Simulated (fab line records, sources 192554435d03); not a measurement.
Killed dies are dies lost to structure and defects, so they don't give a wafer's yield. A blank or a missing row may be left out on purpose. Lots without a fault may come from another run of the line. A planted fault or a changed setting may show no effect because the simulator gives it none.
Which tool did it? | flow n5_finfet | 9 lots, 25 wafers sampled, at 5 steps of a route of 1938

WHAT THE GAUGES READ, wafer by wafer
N5_BEOL_M4_CD_MEAS_18: pitch 36 nm, target cd 18 nm. Usual: cd_nm 18.0 nm, standard deviation 0.38.
lot  | measured     | on        | cd_nm (nm)     | flag
L395 | day 7 06:57  | cd_sem-03 | 18.3 18.3 18.0 |
L396 | day 7 13:52  | cd_sem-03 | 17.7 17.2      |
L399 | day 8 13:58  | cd_sem-03 | 18.2 17.4 18.1 |
L403 | day 9 06:27  | cd_sem-01 | 18.4 18.0 17.7 |
L409 | day 11 10:56 | cd_sem-03 | 18.9 17.7 18.4 |
L412 | day 11 14:14 | cd_sem-03 | 17.8 18.3 18.0 |
L415 | day 12 09:13 | cd_sem-03 | 17.9 18.1      |
L416 | day 13 00:38 | cd_sem-02 | 18.0 18.2 18.3 |
L417 | day 13 01:45 | cd_sem-03 | 17.6 18.1 18.0 |

N5_BEOL_M4_RC_MEAS_101. Usual: DIBL_N 36.3 mV/V, standard deviation 1.6; DIBL_P 36.2 mV/V, standard deviation 2.1; IOFF_N 0.16 nA/um, standard deviation 0.031; IOFF_P 0.21 nA/um, standard deviation 0.034; ION_N 673 uA/um, standard deviation 11; ION_P 461 uA/um, standard deviation 7.4; SS_N 71.6 mV/dec, standard deviation 0.55; SS_P 73.3 mV/dec, standard deviation 0.66; VT_N 251 mV, standard deviation 3.2; VT_P -251 mV, standard deviation 3.5.
lot  | measured     | on        | DIBL_N (mV/V)  | DIBL_P (mV/V)  | IOFF_N (nA/um) | IOFF_P (nA/um) | ION_N (uA/um) | ION_P (uA/um) | SS_N (mV/dec)  | SS_P (mV/dec)  | VT_N (mV)   | VT_P (mV)      | flag
L395 | day 7 15:59  | prober-02 | 36.3 36.8 38.4 | 36.0 36.5 37.9 | 0.14 0.14 0.17 | 0.21 0.21 0.25 | 683 665 676   | 471 462 464   | 71.0 71.5 71.2 | 73.8 73.4 74.0 | 254 253 250 | -254 -253 -251 |
L396 | day 7 19:15  | prober-02 | 33.4 35.0      | 33.4 36.1      | 0.12 0.15      | 0.15 0.20      | 664 661       | 452 453       | 70.8 71.6      | 72.9 73.3      | 258 249     | -254 -251      |
L399 | day 8 20:27  | prober-01 | 34.0 35.5 32.7 | 34.1 35.7 32.4 | 0.12 0.15 0.11 | 0.20 0.21 0.18 | 665 666 669   | 465 461 468   | 70.5 70.8 70.6 | 73.1 73.2 72.9 | 253 251 256 | -249 -247 -252 |
L403 | day 9 14:40  | prober-02 | 34.8 36.3 37.1 | 35.7 37.0 38.3 | 0.14 0.16 0.18 | 0.18 0.19 0.22 | 652 679 665   | 452 461 455   | 70.9 71.2 71.7 | 72.8 73.4 74.2 | 247 250 246 | -252 -254 -250 |
L415 | day 12 17:08 | prober-01 | 36.8 38.1      | 35.2 37.4      | 0.15 0.17      | 0.19 0.21      | 667 689       | 454 464       | 71.3 71.6      | 73.0 74.0      | 253 246     | -254 -253      |
L416 | day 13 07:39 | prober-01 | 34.2 37.2 36.9 | 32.7 37.0 36.4 | 0.10 0.15 0.14 | 0.14 0.19 0.19 | 656 667 666   | 455 456 463   | 70.4 71.2 71.6 | 71.8 72.6 72.9 | 257 251 252 | -254 -253 -255 |
L417 | day 13 10:01 | prober-01 | 37.9 39.1 39.1 | 38.5 41.1 41.7 | 0.19 0.23 0.25 | 0.23 0.28 0.29 | 687 697 708   | 466 472 478   | 71.7 73.3 72.5 | 74.6 74.0 74.3 | 248 245 243 | -249 -248 -248 |

WHICH TOOL RAN EACH LOT (tool, then ch and the chambers of the sampled wafers, then the start)
lot  | N5_BEOL_M4_DESCUM_33               | N5_BEOL_M4_ETCHBACK_99             | N5_BEOL_M4_STRIP_36
L395 | rie_diel-06 ch 0,2,3, day 7 07:31  | rie_diel-04 ch 0,1,3, day 7 10:32  | rie_diel-04 ch 0,1,3, day 7 10:44
L396 | rie_diel-06 ch 0,2, day 7 14:26    | rie_diel-06 ch 2,3, day 7 14:59    | rie_diel-06 ch 2,3, day 7 15:11
L399 | rie_diel-06 ch 0,2,3, day 8 14:25  | rie_diel-06 ch 0,2,3, day 8 15:28  | rie_diel-06 ch 0,2,3, day 8 15:40
L403 | rie_diel-06 ch 1,2,3, day 9 07:17  | rie_diel-06 ch 1,2,3, day 9 07:38  | rie_diel-06 ch 1,2,3, day 9 07:50
L409 | rie_diel-02 ch 0,2, day 11 11:22   | rie_diel-06 ch 0,2,3, day 11 12:21 | rie_diel-06 ch 0,2,3, day 11 12:34
L412 | rie_diel-06 ch 2,3, day 11 14:47   | rie_diel-04 ch 0,2, day 11 17:18   | rie_diel-04 ch 0,2, day 11 17:31
L415 | rie_diel-06 ch 0,2, day 12 10:25   | rie_diel-04 ch 0,1, day 12 12:07   | rie_diel-04 ch 0,1, day 12 12:19
L416 | rie_diel-02 ch 1,2,3, day 13 01:13 | rie_diel-04 ch 0,1,2, day 13 02:49 | rie_diel-04 ch 0,1,2, day 13 03:01
L417 | rie_diel-04 ch 0,1,3, day 13 02:19 | rie_diel-04 ch 1,2, day 13 05:11   | rie_diel-04 ch 1,2, day 13 05:23
- N5_BEOL_M4_DESCUM_33: chemistry O2, time 7 s.
- N5_BEOL_M4_ETCHBACK_99: etches SiO2 in CHF3, target depth 5 nm, time 10.4 s.
- N5_BEOL_M4_STRIP_36: strips in N2/H2.

WHAT THE TOOLS THEMSELVES READ (means of the sampled wafers that have a number; where no wafer has one, the mark that the record gives instead)
N5_BEOL_M4_DESCUM_33. Usual: chamber_pressure_mTorr 20.000 mTorr, standard deviation 0.019; drypump_motor_current_A 5.7 A, standard deviation 0.36; o2_flow_sccm 225.0 sccm, standard deviation 0.71; oes_product_au 0.77 a.u., standard deviation 0.1; rf_vpp_V 243.0 V, standard deviation 1.4; showerhead_plenum_p_Torr 2.08 Torr, standard deviation 0.072; throttle_valve_pct 20.61 %, standard deviation 0.23.
lot  | tool        | chamber_pressure_mTorr (mTorr) | drypump_motor_current_A (A) | o2_flow_sccm (sccm) | oes_product_au (a.u.) | rf_vpp_V (V) | showerhead_plenum_p_Torr (Torr) | throttle_valve_pct (%) | flag
L395 | rie_diel-06 | 20.002                         | 5.7                         | 225.2               | 0.69                  | 242.7        | 2.06                            | 20.71                  |
L396 | rie_diel-06 | 20.011                         | 5.6                         | 224.4               | 0.69                  | 243.6        | 2.06                            | 20.57                  |
L399 | rie_diel-06 | 19.997                         | 5.7                         | 224.7               | 0.68                  | 242.4        | 2.05                            | 20.75                  |
L403 | rie_diel-06 | 20.006                         | 5.8                         | 224.8               | 0.69                  | 241.9        | 2.06                            | 20.81                  |
L409 | rie_diel-02 | 19.988                         | 5.1                         | 225.2               | 0.75                  | 242.6        | 2.08                            | 20.55                  |
L412 | rie_diel-06 | 20.009                         | 5.5                         | 224.5               | 0.78                  | 241.5        | 2.00                            | 20.68                  |
L415 | rie_diel-06 | 20.019                         | 5.6                         | 225.8               | 0.81                  | 242.6        | 2.04                            | 20.43                  |
L416 | rie_diel-02 | 19.996                         | 5.4                         | 224.9               | 0.73                  | 243.7        | 2.15                            | 20.69                  |
L417 | rie_diel-04 | 19.994                         | 5.8                         | 224.5               | 0.75                  | 242.5        | 2.06                            | 20.58                  |

N5_BEOL_M4_ETCHBACK_99. Usual: CHF3_flow_sccm 12.00 sccm, standard deviation 0.039; bias_w 46.97 W, standard deviation 0.14; chamber_pressure_mTorr 30.002 mTorr, standard deviation 0.028; drypump_motor_current_A 5.7 A, standard deviation 0.38; oes_ar_750_au 0.77 a.u., standard deviation 0.088; oes_f_703_au 0.77 a.u., standard deviation 0.093; oes_product_au 0.77 a.u., standard deviation 0.093; rf_vpp_V 239 V, standard deviation 3.4; showerhead_plenum_p_Torr 2.14 Torr, standard deviation 0.062; throttle_valve_pct 17.29 %, standard deviation 0.25.
lot  | tool        | CHF3_flow_sccm (sccm) | bias_w (W) | chamber_pressure_mTorr (mTorr) | drypump_motor_current_A (A) | oes_ar_750_au (a.u.) | oes_f_703_au (a.u.) | oes_product_au (a.u.) | rf_vpp_V (V) | showerhead_plenum_p_Torr (Torr) | throttle_valve_pct (%) | flag
L395 | rie_diel-04 | 12.01                 | 46.94      | 29.976                         | 5.7                         | 0.80                 | 0.80                | 0.80                  | 242          | 2.14                            | 17.16                  |
L396 | rie_diel-06 | 12.04                 | 46.85      | 29.986                         | 5.6                         | 0.72                 | 0.72                | 0.71                  | 239          | 2.10                            | 17.61                  |
L399 | rie_diel-06 | 12.04                 | 46.84      | 30.016                         | 5.7                         | 0.70                 | 0.70                | 0.69                  | 238          | 2.13                            | 17.52                  |
L403 | rie_diel-06 | 12.02                 | 47.16      | 29.993                         | 5.8                         | 0.71                 | 0.71                | 0.69                  | 239          | 2.14                            | 17.59                  |
L409 | rie_diel-06 | -                     | -          | -                              | -                           | -                    | -                   | -                     | -            | -                               | -                      | OFF
L412 | rie_diel-04 | -                     | -          | -                              | -                           | -                    | -                   | -                     | -            | -                               | -                      | OFF
L415 | rie_diel-04 | 11.98                 | 47.04      | 30.026                         | 5.8                         | 0.79                 | 0.78                | 0.79                  | 242          | 2.12                            | 17.13                  |
L416 | rie_diel-04 | 12.00                 | 47.02      | 30.003                         | 6.0                         | 0.75                 | 0.75                | 0.76                  | 241          | 2.09                            | 17.13                  |
L417 | rie_diel-04 | 12.00                 | 47.11      | 30.027                         | 5.7                         | 0.78                 | 0.80                | 0.78                  | 241          | 2.12                            | 17.11                  |

N5_BEOL_M4_STRIP_36. Usual: chamber_pressure_mTorr 20.00 mTorr, standard deviation 0.033; drypump_motor_current_A 5.7 A, standard deviation 0.38; n2_flow_sccm 200.1 sccm, standard deviation 0.69; oes_product_au 0.77 a.u., standard deviation 0.092; rf_vpp_V 59.0 V, standard deviation 1.4; showerhead_plenum_p_Torr 2.51 Torr, standard deviation 0.08; throttle_valve_pct 23.75 %, standard deviation 0.21.
lot  | tool        | chamber_pressure_mTorr (mTorr) | drypump_motor_current_A (A) | n2_flow_sccm (sccm) | oes_product_au (a.u.) | rf_vpp_V (V) | showerhead_plenum_p_Torr (Torr) | throttle_valve_pct (%) | flag
L395 | rie_diel-04 | 19.94                          | 5.7                         | 200.1               | 0.80                  | 59.1         | 2.51                            | 23.65                  |
L396 | rie_diel-06 | 20.01                          | 5.6                         | 200.8               | 0.70                  | 60.3         | 2.46                            | 23.97                  |
L399 | rie_diel-06 | 19.99                          | 5.7                         | 200.2               | 0.68                  | 60.5         | 2.49                            | 23.89                  |
L403 | rie_diel-06 | 20.01                          | 5.8                         | 200.8               | 0.70                  | 57.8         | 2.49                            | 23.93                  |
L409 | rie_diel-06 | 19.98                          | 5.8                         | 199.9               | 0.87                  | 58.7         | 2.48                            | 23.68                  |
L412 | rie_diel-04 | 20.01                          | 6.2                         | 199.8               | 0.74                  | 59.2         | 2.43                            | 23.48                  |
L415 | rie_diel-04 | 20.00                          | 5.8                         | 199.6               | 0.80                  | 58.8         | 2.49                            | 23.61                  |
L416 | rie_diel-04 | 19.99                          | 6.0                         | 199.9               | 0.76                  | 57.6         | 2.47                            | 23.64                  |
L417 | rie_diel-04 | 19.98                          | 5.7                         | 199.3               | 0.78                  | 59.2         | 2.51                            | 23.73                  |

THE ANSWER, worked out from the rows above alone
Rule: a lot is off if the mean of its wafers that have a number lies more than 3 standard deviations from the usual mean. A lot without any number at a reading at which 4 lots or more have one is off too. The other lots that the step has rows for count as sound. The gauges are gone through in route order, then the tools' own readings, and for those a lot's mean is taken as printed above. The first step at which some lot is off is used, and at that step the reading that is off furthest; a lot without a number counts as furthest.
Off: L409, L412, at N5_BEOL_M4_ETCHBACK_99 (CHF3_flow_sccm). Without a number there: L409, L412.
A tool fits if, at that step or a process step before it, it ran every lot that is off, and no sound lot after the first of them. None of those tried fits.

WHAT THE SIMULATOR HAD PUT IN
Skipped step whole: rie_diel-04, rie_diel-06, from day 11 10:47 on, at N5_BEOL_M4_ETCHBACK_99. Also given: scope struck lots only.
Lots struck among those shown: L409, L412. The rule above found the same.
